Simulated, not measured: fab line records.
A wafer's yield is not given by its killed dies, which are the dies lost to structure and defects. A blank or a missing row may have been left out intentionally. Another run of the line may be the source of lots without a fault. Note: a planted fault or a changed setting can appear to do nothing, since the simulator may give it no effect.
Problem report in the 8D (eight disciplines) form, filled by code | flow nandHarc | the parts of the form that need people (team, actions taken, sign-off) are left out

== 1. PROBLEM STATEMENT ==
rawDefectCount at NHARC_P_ZERO_WELL_INSPECT_43 reads a mean of 706 on 6 wafers of 2 lots; wafers without a fault read 13 with a standard deviation of 6.3. That is +99 or more standard deviations from the usual mean.
First seen on wafer L952.3, day 4 05:43, on defectInspect-01. The record has a number at this step for 30 wafers belonging to 10 lots. The rule behind "out" and "out of limits": a value lying over 4 standard deviations away from the usual mean. The other wafers with a number count as sound.

== 2. WHAT IT IS, WHAT IT ISN'T ==
question                    | is                     | is not
which readings at this step | rawDefectCount         | -
which lots                  | L952, L954             | L947, L950, L960, L961, L965, L966, L968, L970
which wafers of those lots  | all that have a number | -
read on which gauges        | defectInspect-01       | defectInspect-02
when                        | from day 4 05:43       | up to then (6 sound wafers); but 18 sound wafers of L960, L961, L965, L966, L968, L970 came after

== 3. THE SUSPECTS, EACH WITH WHAT RULES IT OUT ==
Counting: a tool at a process step up to the reading stays a suspect if it ran every lot that is out and no sound lot after the first of them.
- the gauge at NHARC_P_ZERO_WELL_INSPECT_43: ruled out. All the wafers that are out were read on defectInspect-01, but those of them that NHARC_END_SORT_01 has rows for are out there too, on other tools.
- rieDiel-01 at NHARC_P_ZERO_WELL_DESCUM_13 (chemistry O2, time 3 s): ruled out as a lasting fault. Sound lots L970 ran on it after its first lot that is out, L952 (day 3 23:25).
- rieDiel-01 at NHARC_P_ZERO_WELL_ETCH_65 (etches the open film in N2/H2, target depth 80 nm, overetch 24 nm, time 87.88 s): ruled out as a lasting fault. Sound lots L970 ran on it after its first lot that is out, L952 (day 3 23:31).
- rieDiel-01 at NHARC_P_ZERO_WELL_ETCH_62 (etches the open film in CHF3/Ar, target depth 13 nm, time 6.5 s): ruled out as a lasting fault. Sound lots L970 ran on it after its first lot that is out, L952 (day 4 05:43). NHARC_P_ZERO_WELL_ETCH_62 gives no start for some lots, so the hours and the order of its lots are those of NHARC_P_ZERO_WELL_INSPECT_43.
Left after counting: nothing in the record.

== 4. THE CAUSE (what the simulator had put in) ==
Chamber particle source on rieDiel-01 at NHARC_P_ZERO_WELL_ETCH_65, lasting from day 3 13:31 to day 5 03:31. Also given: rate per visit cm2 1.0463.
It was ruled out by counting, in error; the rule expects a fault to strike all lots run on its tool from its start on, and this fault did not.

== 5. SEQUENCE OF EFFECTS, ordered by route ==
Each row: a reading whose mean over the struck wafers that have a number lies more than 3 standard deviations from the usual. Scope: only readings with a usual standard deviation given in the record; hours: median across lots of the time from each lot's start at the first step in this table that gives one to its start at this step; sigmas: change in usual standard deviations.
hours | step                         | reading           | usual | on struck wafers | change | sigmas
0     | NHARC_P_ZERO_WELL_INSPECT_43 | rawDefectCount    | 13    | 706              | +693   | +99 or more
16    | NHARC_P_STI_INSPECT_11       | rawDefectCount    | 5.3   | 695.8            | +690.5 | +99 or more
536   | NHARC_END_SORT_01            | killedAtPeriphery | 3.8   | 86.8             | +83.0  | +36

== 6. WHAT WOULD HAVE CAUGHT IT SOONER ==
16 hours passed between the start of the fault at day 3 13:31 and the first reading out of limits at a measuring or inspecting step in this record, taken at day 4 05:43.
Of the tool readings at NHARC_P_ZERO_WELL_ETCH_65 for which the record gives a usual standard deviation, none was out on any struck wafer, so an alarm limit of 4 standard deviations on them would not have fired.
